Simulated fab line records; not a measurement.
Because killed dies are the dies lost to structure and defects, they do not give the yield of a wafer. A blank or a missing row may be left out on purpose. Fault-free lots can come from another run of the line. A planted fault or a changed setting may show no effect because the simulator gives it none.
Matching of chambers    flow n5_finfet    N5_MOL_CONTACT_COAG_ALD_133 on ald_sin-04: 4 sister chambers
The step deposits SiO2, target thk 5 nm, pulse time 1 s, co reactant pulse time 1 s. 8 wafers are shown with their chamber, then 9 later ones without.

## EACH WAFER AND ITS CHAMBER
wafer   chamber  heater_power_w (W)  precursor_pulse_height_rel
L083.1  3        70                  0.996
L083.5  3        68                  1.008
L084.1  2        85                  1.004
L084.2  1        87                  1.018
L086.6  1        87                  1.006
L089.1  0        83                  0.965
L089.4  2        82                  0.997
L089.6  0        83                  1.005

## WAFERS WHOSE CHAMBER IS MISSING
wafer   heater_power_w (W)  precursor_pulse_height_rel
L090.2  81                  0.971
L090.3  88                  0.997
L090.6  81                  0.984
L093.1  90                  1.007
L093.5  84                  0.990
L093.6  70                  0.992
L097.3  87                  0.980
L097.4  70                  0.989
L097.6  83                  1.022

## WHICH CHAMBER EACH WENT THROUGH
wafer   from the rows above           in truth
L090.2  can't be placed: 0 or 2       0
L090.3  1                             1
L090.6  can't be placed: 0 or 2       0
L093.1  1                             1
L093.5  can't be placed: 2 or 0 or 1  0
L093.6  3                             3
L097.3  can't be placed: 1 or 2 or 0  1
L097.4  3                             3
L097.6  can't be placed: 2 or 0 or 1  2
Placed correctly: 4 of 9. Can't be placed from these rows: 5 (the true chamber is among the candidates in 5). Number placed wrongly: 0.
How it was worked out, from the rows above alone: a wafer's distance from a chamber is the root of the sum, over the readings, of the square of ((its reading less the chamber's mean) divided by the reading's scatter). The wafer belongs to the nearest chamber; if the next one is less than 2 further off, it can't be placed. For every chamber, the mean is computed from those of its wafers that are shown. The scatter is the square root of a quotient: the sum, over the shown wafers, of each reading's squared deviation from its chamber's mean, divided by wafers minus chambers.
